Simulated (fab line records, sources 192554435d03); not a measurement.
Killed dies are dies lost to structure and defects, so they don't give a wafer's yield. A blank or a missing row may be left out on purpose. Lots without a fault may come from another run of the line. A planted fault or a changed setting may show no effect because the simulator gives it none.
Split-lot experiment | flow n5_finfet | 7 lots, 21 wafers read, on a route of 1938 steps

THE SPLIT
At N5_BEOL_M1_TRENCH_ETCH_37 (etches SiOC in C4F6/O2, target depth 55.207 nm, time 29 s), the setting time_s was moved away from the recipe's 29 s on 5 of the 21 wafers read, by -18.0% to +10.7%. The other wafers ran this setting at the recipe's value.

FROM THE SPLIT TO THE READING: what the file shows between them, 2 steps
- N5_BEOL_M1_ETCH_41: etches SiCN in CH3F/O2, target depth 31.9 nm, time 57.8 s
- N5_BEOL_M1_STRIP_97: strips in N2/H2, time 10 s

THE READING
trench_depth_nm, in nm, at N5_BEOL_M1_OCD_MEAS_38. Fault-free wafers of this fab line usually give 55.4 nm, standard deviation 0.96 nm.

wafer  | tool, chamber at the split | time_s as run, s | against the recipe | trench_depth_nm, nm | against lot-mates on the recipe
L077.3 | rie_diel-01, 0             | 29               | recipe             | 54.9                | -
L077.5 | rie_diel-01, 3             | 29               | recipe             | 56.1                | -
L077.6 | rie_diel-01, 2             | 29               | recipe             | 55.1                | -
L081.3 | rie_diel-02, 3             | 29               | recipe             | 55.8                | -
L081.4 | rie_diel-02, 0             | 29               | recipe             | 54.6                | -
L081.5 | rie_diel-02, 2             | 32.11            | +10.7%             | 61.4                | +6.2
L084.1 | rie_diel-03, 2             | 29               | recipe             | 55.1                | -
L084.2 | rie_diel-03, 1             | 29               | recipe             | 56.7                | -
L084.3 | rie_diel-03, 0             | 24.54            | -15.4%             | 46.5                | -9.4
L085.2 | rie_diel-02, 1             | 29               | recipe             | 54.4                | -
L085.3 | rie_diel-02, 3             | 29               | recipe             | 56.6                | -
L085.5 | rie_diel-02, 3             | 29               | recipe             | 55.7                | -
L089.1 | rie_diel-02, 3             | 29               | recipe             | 56.8                | -
L089.4 | rie_diel-02, 1             | 29               | recipe             | 53.5                | -
L089.5 | rie_diel-02, 0             | 29               | recipe             | 54.9                | -
L091.1 | rie_diel-01, 2             | 23.79            | -18.0%             | 45.0                | -9.5
L091.4 | rie_diel-01, 1             | 23.79            | -18.0%             | 43.8                | -10.7
L091.6 | rie_diel-01, 1             | 29               | recipe             | 54.5                | -
L094.2 | rie_diel-02, 0             | 29               | recipe             | 54.5                | -
L094.4 | rie_diel-02, 1             | 29               | recipe             | 54.4                | -
L094.6 | rie_diel-02, 0             | 24.6             | -15.2%             | 46.7                | -7.8

THE FIT
A straight line over all 21 wafers: trench_depth_nm changes by +0.585 nm for each +1% of time_s; r = +0.98; the points scatter about the line by 0.89 nm.
The same after taking each lot's own level away (the mean of its wafers on the recipe; 21 wafers): +0.564 nm for each +1%; r = +0.98; scatter 0.82 nm.
On that fit, the largest move of time_s shifts the reading by 10 nm.
The lots' own levels span 54.45 to 55.90 nm, that is 1.5 times the standard deviation above.
So the lot-to-lot level changes the slope little: the two slopes agree.
Check: with one of the wafers moved furthest among these (-18.0%) left out of the fit, the line predicts -10.3 nm for it against its lot-mates. It came out at -9.5 nm against them.

OTHER SPLITS ON THESE WAFERS
These wafers also went through other splits before the reading. Each is held against what the fit with the lots' levels taken away leaves over:
other split on the same wafers                  | wafers away from the commonest value | r with trench_depth_nm (lot level and that fit taken away)
N5_HKMG_FIN_COAT_06 spin_rpm                    | 12                                   | -0.01
N5_MOL_CONTACT_COAG_ETCH_105 bias_w             | 7                                    | +0.16
N5_MOL_CONTACT_COAG_ETCHBACK_136 target_depth_a | 6                                    | +0.19
N5_BEOL_M0_SAQP_PECVD_00 time_s                 | 9                                    | -0.13
N5_BEOL_M0_SAQP_PECVD_96 time_s                 | 4                                    | -0.07
N5_BEOL_M0_CUTY_ETCH_63 source_w                | 6                                    | +0.00
N5_BEOL_M0_TRENCH_ETCH_107 target_depth_a       | 7                                    | +0.11
N5_BEOL_M1_ETCH_70 bias_w                       | 9                                    | -0.12

THE WHOLE CHAIN: every reading that the file lists as answering this split, in the file's order
step                      | what it does                                              | reading                                                                   | change (the file's fit)               | r (the file's)
N5_BEOL_M1_TRENCH_ETCH_37 | etches SiOC in C4F6/O2, target depth 55.207 nm, time 29 s | etch.depth_nm (the simulator's own value, which no gauge read)            | +0.557 nm for each +1% of the setting | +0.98
N5_BEOL_M1_TRENCH_ETCH_37 | etches SiOC in C4F6/O2, target depth 55.207 nm, time 29 s | BEOL_M1.feature_depth_nm (the simulator's own value, which no gauge read) | +0.556 nm for each +1% of the setting | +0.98
N5_BEOL_M1_OCD_MEAS_38    |                                                           | trench_depth_nm                                                           | +0.564 nm for each +1% of the setting | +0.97

THE FILE'S OWN FIT
trench_depth_nm changes by +0.564 nm for each +1% of time_s, r = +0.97.
